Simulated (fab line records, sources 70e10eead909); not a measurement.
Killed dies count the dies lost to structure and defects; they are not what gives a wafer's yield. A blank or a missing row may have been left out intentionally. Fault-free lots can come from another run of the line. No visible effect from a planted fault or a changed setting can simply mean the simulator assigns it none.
Struck lot and sound lot, side by side | flow nand harc | 14 out of 1159 route steps
Sound: the wafers L244.2, L244.4, L244.5. Struck: wafer L237.4 (left out: L237.3, a lot-mate that was not struck); the cause follows at the end.
Each step with rows lists, per side, the tool, then ch with its chambers, then its first start. Under that, the readings that differ: sound wafers | struck wafers | difference of the means | sigmas: that difference in standard deviations of wafers without a fault.
alike: readings whose means differ by less than 2 such deviations, and words and numbers that are the same on both sides. not compared: withheld readings, readings that some wafer has no value for, bounds like >300 that may hide the same value, and numbers for which the record gives no deviation and whose values overlap.
The two part at a step that has a row with sigmas, a row that says differs or no value, or rows on one side only. When numbers do not overlap yet have no deviation, they are printed without sigmas and do not part them. A reading missing from all wafers of one side parts the sides only when that side holds two or more wafers.

NHARC_A_WL_FILL_CVD_03: deposits W, target thk 40 nm, time 3302 s.
  sound on cvd w-02 ch 0,1, day 20 06:37; struck on cvd w-02 ch 0, day 18 15:05
  alike: heater power w, throttle valve pct
NHARC_A_WL_FILL_ETCHBACK_04: etches the open film in NF3, target depth 60 nm, time 120 s.
  sound on rie metal-01 ch 0,1, day 20 09:56; struck on rie metal-02 ch 0, day 18 17:31
  reading                     | sound       | struck | difference | sigmas
  drypump motor current A (A) | 5.5 6.0 6.0 | 4.8    | -1.0       | -3
  alike: oes product au, run length s
  not compared: rf hours counter h
then, 1 step without rows for these wafers: NHARC_A_WL_FILL_ETCHBACK_05 (etches the open film in Cl2/BCl3, target depth 22 nm, time 60 s).
NHARC_A_WL_FILL_STRIP_27: strips in N2/H2, time 20 s.
  sound on plasma asher-02 ch 0,1, day 20 10:18; struck on plasma asher-01 ch 0, day 18 17:53
  alike: drypump motor current A, heater power w
  not compared: rf hours counter h
then, 4 steps without rows for these wafers: NHARC_A_WL_FILL_STRIP_28 (strips in post etch residue remover, time 1200 s); NHARC_A_WL_FILL_PRECLEAN_06 (cleans in DIW, time 300 s); NHARC_A_WL_FILL_SRD_07; NHARC_A_WL_FILL_ANNEAL_08 (time 1800 s).
NHARC_A_WL_FILL_ALD_10: deposits SiO2, target thk 50 nm, pulse time 10 s, ald cycles 500.
  sound on ald hk-02 ch 1,2, day 20 14:59; struck on ald hk-02 ch 1, day 19 01:51
  alike: heater power w, precursor pulse height rel
NHARC_A_WL_FILL_ETCHBACK_16: etches the open film in C4F8/O2/Ar, target depth 88 nm, time 17.6 s.
  sound on rie diel-11 ch 1,2; struck on rie diel-06 ch 3
  reading               | sound             | struck | difference | sigmas
  oes product au (a.u.) | 0.939 0.925 0.922 | 1.017  | +0.088     | +3
  alike: rf vpp V, run length s
  not compared: rf hours counter h
then, 1 step without rows for these wafers: NHARC_A_WL_FILL_STRIP_29 (strips in O2, time 20 s).
NHARC_A_WL_FILL_ETCHBACK_17: etches the open film in Cl2/BCl3, target depth 4 nm, time 26.7 s.
  sound on rie metal-01 ch 0,1, day 20 19:20; struck on rie metal-03 ch 1, day 19 05:41
  reading          | sound          | struck | difference | sigmas
  run length s (s) | 48.6 48.7 47.3 | 41.0   | -7.2       | -14
  alike: drypump motor current A, oes product au
  not compared: rf hours counter h
then, 2 steps without rows for these wafers: NHARC_A_WL_FILL_PRECLEAN_18 (cleans in dHF, time 30 s); NHARC_END_SORT_01.

== WHERE THEY PART ==
Last at NHARC_A_WL_FILL_ETCHBACK_17 as far as this record goes, first at NHARC_A_WL_FILL_ETCHBACK_04.

WHY: what the simulator had put in
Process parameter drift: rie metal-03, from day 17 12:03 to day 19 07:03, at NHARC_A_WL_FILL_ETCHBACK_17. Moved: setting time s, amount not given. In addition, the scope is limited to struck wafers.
